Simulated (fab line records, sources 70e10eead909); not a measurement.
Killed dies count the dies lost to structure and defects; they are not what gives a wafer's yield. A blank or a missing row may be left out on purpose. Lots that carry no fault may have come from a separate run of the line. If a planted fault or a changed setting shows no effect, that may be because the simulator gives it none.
The tool behind it: which one? ; flow nand harc ; Sampling: 12 lots, 36 wafers, 5 of 1159 route steps

## WHAT THE GAUGES SHOWED, per wafer
NHARC_A_CHANNEL_HOLE_D1_OVL_MEAS_11. Usual: overlay x nm 0.1 nm, standard deviation 0.82; overlay y nm -0.2 nm, standard deviation 0.75.
lot;measured;on;overlay x nm (nm);overlay y nm (nm);flag
L110;day 8 11:22;overlay-01;-0.6 -1.0 -0.9;-1.6 -1.3 -2.1;
L112;day 8 17:59;overlay-02;-0.8 -0.3 -0.4;-0.2 -0.2 -0.7;
L113;day 9 02:05;overlay-02;0.9 1.1 1.2;-1.4 -1.7 -1.5;
L114;day 9 07:23;overlay-01;1.0 0.6 0.5;-0.6 -0.3 -0.8;
L117;day 10 01:57;overlay-02;-1.0 -1.6 -1.4;-0.1 0.6 0.7;
L118;day 10 12:59;overlay-01;1.2 0.9 1.0;-0.6 -0.5 -0.3;
L119;day 10 14:55;overlay-01;0.6 0.4 0.2;-0.7 -0.8 -0.3;
L125;day 12 01:46;overlay-01;-0.1 -0.6 -0.5;0.3 0.5 0.6;
L126;day 12 08:01;overlay-02;1.2 1.6 1.6;-0.3 0.6 0.4;
L127;day 12 08:03;overlay-01;0.8 -0.2 0.0;0.7 0.3 1.1;
L133;day 13 20:59;overlay-02;0.0 -0.3 -0.4;0.8 0.2 0.3;
L132;day 14 07:22;overlay-02;-0.8 -1.1 -0.2;-0.6 -0.6 -0.3;

NHARC_A_CHANNEL_HOLE_D1_CD_MEAS_18. Usual: 99.9 nm for cd nm, sd 2.6.
lot;measured;on;cd nm (nm);flag
L110;day 8 12:35;cd sem-01;100.1 94.9 99.0;
L112;day 8 19:11;cd sem-02;103.6 98.6 104.8;
L113;day 9 03:28;cd sem-02;97.6 97.9 96.2;
L114;day 9 08:37;cd sem-03;103.5 100.9 99.9;
L117;day 10 03:10;cd sem-01;99.4 100.9 98.4;
L118;day 10 14:12;cd sem-03;101.4 99.2 101.1;
L119;day 10 16:07;cd sem-01;99.0 96.9 99.2;
L125;day 12 02:59;cd sem-01;100.1 101.0 99.4;
L126;day 12 09:14;cd sem-01;96.6 97.9 94.4;
L127;day 12 09:16;cd sem-02;102.0 98.0 100.2;
L133;day 13 22:12;cd sem-01;105.6 101.0 99.7;
L132;day 14 08:34;cd sem-03;97.0 99.1 98.9;

NHARC_END_SORT_01. Usual: killed at array 28, standard deviation 11; killed at other 0.7, standard deviation 1.1; killed at periphery 2.9, standard deviation 2; killed dies 32, standard deviation 11; killed open 3.2, standard deviation 1.8; killed short 2.0, standard deviation 1.4.
lot;measured;on;killed at array;killed at other;killed at periphery;killed dies;killed open;killed short;flag
L126;day 23 06:01;prober-02;674 672 672;0 2 2;3 3 3;677 677 677;2 3 3;4 2 1;OFF
L127;day 23 07:37;prober-01;674 674 673;0 0 1;3 3 3;677 677 677;1 1 5;1 4 1;OFF

## WHICH TOOL RAN EACH LOT (tool, then ch and the chambers of the sampled wafers, then the start)
lot;NHARC_A_CHANNEL_HOLE_D1_ETCH_34;NHARC_A_CHANNEL_HOLE_D1_ETCH_19
L110;rie diel-13 ch 0,3, day 8 12:35 or earlier;har etch-01 ch 0,1, day 8 12:41
L112;rie diel-02 ch 0,3, day 8 19:11 or earlier;har etch-02 ch 0,1, day 8 19:16
L113;rie diel-13 ch 0,1,3, day 9 03:28 or earlier;har etch-01 ch 0, day 9 03:34
L114;rie diel-02 ch 0,2,3, day 9 08:37 or earlier;har etch-02 ch 0,1, day 9 08:43
L117;rie diel-13 ch 2,3, day 10 03:10 or earlier;har etch-01 ch 0,1, day 10 03:14
L118;rie diel-02 ch 1,2,3, day 10 14:12 or earlier;har etch-01 ch 0,1, day 10 14:17
L119;rie diel-11 ch 1,2,3, day 10 16:07 or earlier;har etch-01 ch 0,1, day 10 18:30
L125;rie diel-13 ch 0,1,3, day 12 02:59 or earlier;har etch-01 ch 0,1, day 12 03:07
L126;rie diel-11 ch 0,3, day 12 09:14 or earlier;har etch-02 ch 0,1, day 12 09:19
L127;rie diel-02 ch 0,1,3, day 12 09:16 or earlier;har etch-01 ch 0,1, day 12 09:23
L133;rie diel-02 ch 0,3, day 13 22:12 or earlier;har etch-02 ch 0,1, day 13 22:17
L132;rie diel-02 ch 1,2,3, day 14 08:34 or earlier;har etch-01 ch 0,1, day 14 10:00
- NHARC_A_CHANNEL_HOLE_D1_ETCH_34: etches the open film in CF4/CHF3, target depth 154 nm, time 77 s.
- NHARC_A_CHANNEL_HOLE_D1_ETCH_19: etches the open film in C4F8/O2/Ar, time 34.5 s.

## WHAT THE TOOLS THEMSELVES READ (means of the sampled wafers that have a number; where no wafer has one, the mark that the record gives instead)
NHARC_A_CHANNEL_HOLE_D1_ETCH_34. Usual: bias w 200.0 W, standard deviation 0.66; cf4 flow sccm 100.0 sccm, standard deviation 0.31; chamber pressure mTorr 24.999 mTorr, standard deviation 0.025; drypump motor current A 5.6 A, standard deviation 0.37; oes product au 0.952 a.u., standard deviation 0.022; rf vpp V 371.2 V, standard deviation 2.5; showerhead plenum p Torr 1.59 Torr, standard deviation 0.073; throttle valve pct 16.803 %, standard deviation 0.0086.
lot;tool;bias w (W);cf4 flow sccm (sccm);chamber pressure mTorr (mTorr);drypump motor current A (A);oes product au (a.u.);rf vpp V (V);showerhead plenum p Torr (Torr);throttle valve pct (%);flag
L110;rie diel-13;199.9;100.1;24.982;5.3;0.961;374.0;1.65;16.811;
L112;rie diel-02;200.4;100.3;25.002;5.7;0.949;371.9;1.63;16.791;
L113;rie diel-13;199.9;100.3;24.982;5.6;0.920;371.4;1.61;16.809;
L114;rie diel-02;200.3;99.6;24.990;5.7;0.974;371.9;1.65;16.793;
L117;rie diel-13;199.8;100.1;25.000;5.5;0.923;369.4;1.55;16.806;
L118;rie diel-02;200.1;100.1;24.990;5.8;0.974;371.0;1.60;16.804;
L119;rie diel-11;200.1;100.2;25.021;5.4;0.968;371.4;1.61;16.804;
L125;rie diel-13;199.8;100.0;25.009;5.6;0.963;371.2;1.61;16.807;
L126;rie diel-11;200.0;99.8;25.020;5.4;0.930;369.4;1.52;16.804;
L127;rie diel-02;200.1;100.2;25.000;5.9;0.921;370.5;1.58;16.799;
L133;rie diel-02;201.0;100.2;24.985;5.8;0.921;372.7;1.64;16.806;
L132;rie diel-02;199.7;100.2;25.025;5.9;0.976;371.1;1.60;16.805;

NHARC_A_CHANNEL_HOLE_D1_ETCH_19. Usual: bias v 1202 V, standard deviation 13; c4f8 flow sccm 28.81 sccm, standard deviation 0.084; chamber pressure mTorr 15.001 mTorr, standard deviation 0.012; drypump motor current A 5.8 A, standard deviation 0.51; showerhead plenum p Torr 3.78 Torr, standard deviation 0.066; throttle valve pct 37.039 %, standard deviation 0.009.
lot;tool;bias v (V);c4f8 flow sccm (sccm);chamber pressure mTorr (mTorr);drypump motor current A (A);showerhead plenum p Torr (Torr);throttle valve pct (%);flag
L110;har etch-01;1200;28.87;15.010;5.5;3.85;37.037;
L112;har etch-02;1200;28.90;15.009;6.3;3.72;37.045;
L113;har etch-01;1208;28.71;15.002;5.7;3.87;37.036;
L114;har etch-02;1197;28.84;14.998;6.0;3.74;37.040;
L117;har etch-01;1207;28.83;15.011;5.3;3.82;37.046;
L118;har etch-01;1202;28.86;15.016;5.4;3.81;37.038;
L119;har etch-01;1212;28.80;15.008;5.3;3.81;37.045;
L125;har etch-01;1205;28.87;14.998;5.3;3.80;37.039;
L126;har etch-02;-;-;-;-;-;-;OFF
L127;har etch-01;-;-;-;-;-;-;OFF
L133;har etch-02;1208;28.77;14.998;6.3;3.69;37.031;
L132;har etch-01;1203;28.83;15.009;5.4;3.79;37.041;

## THE ANSWER, worked out from the rows above alone
Rule: lot off if the mean of its wafers having a number is beyond 3 standard deviations from the usual mean. A lot without any number at a reading at which 4 lots or more have one is off too. All remaining lots with rows at the step are treated as sound. First the gauges in route order, then the tools' own readings, where a lot's mean is used as printed above. At the first step where some lot is off, the reading lying furthest off is the one used; lots without a number count as furthest.
Off at NHARC_END_SORT_01 (killed at array): L126, L127. Neither off nor sound, because the step has no rows for them: L110, L112, L113, L114, L117, L118, L119, L125, L133, L132.
If a tool, at a process step before that reading, ran all the lots that are off and no sound lot after the first of them, it fits. The gauges at NHARC_END_SORT_01 aren't tried: what is off there is off at NHARC_A_CHANNEL_HOLE_D1_ETCH_19 too, on other tools, and a gauge's error can't cause that. NHARC_A_CHANNEL_HOLE_D1_ETCH_34: start missing for some lots; hours and lot order therefore follow NHARC_A_CHANNEL_HOLE_D1_CD_MEAS_18. None of those tried fits.

## WHAT WAS PUT IN BY THE SIMULATOR
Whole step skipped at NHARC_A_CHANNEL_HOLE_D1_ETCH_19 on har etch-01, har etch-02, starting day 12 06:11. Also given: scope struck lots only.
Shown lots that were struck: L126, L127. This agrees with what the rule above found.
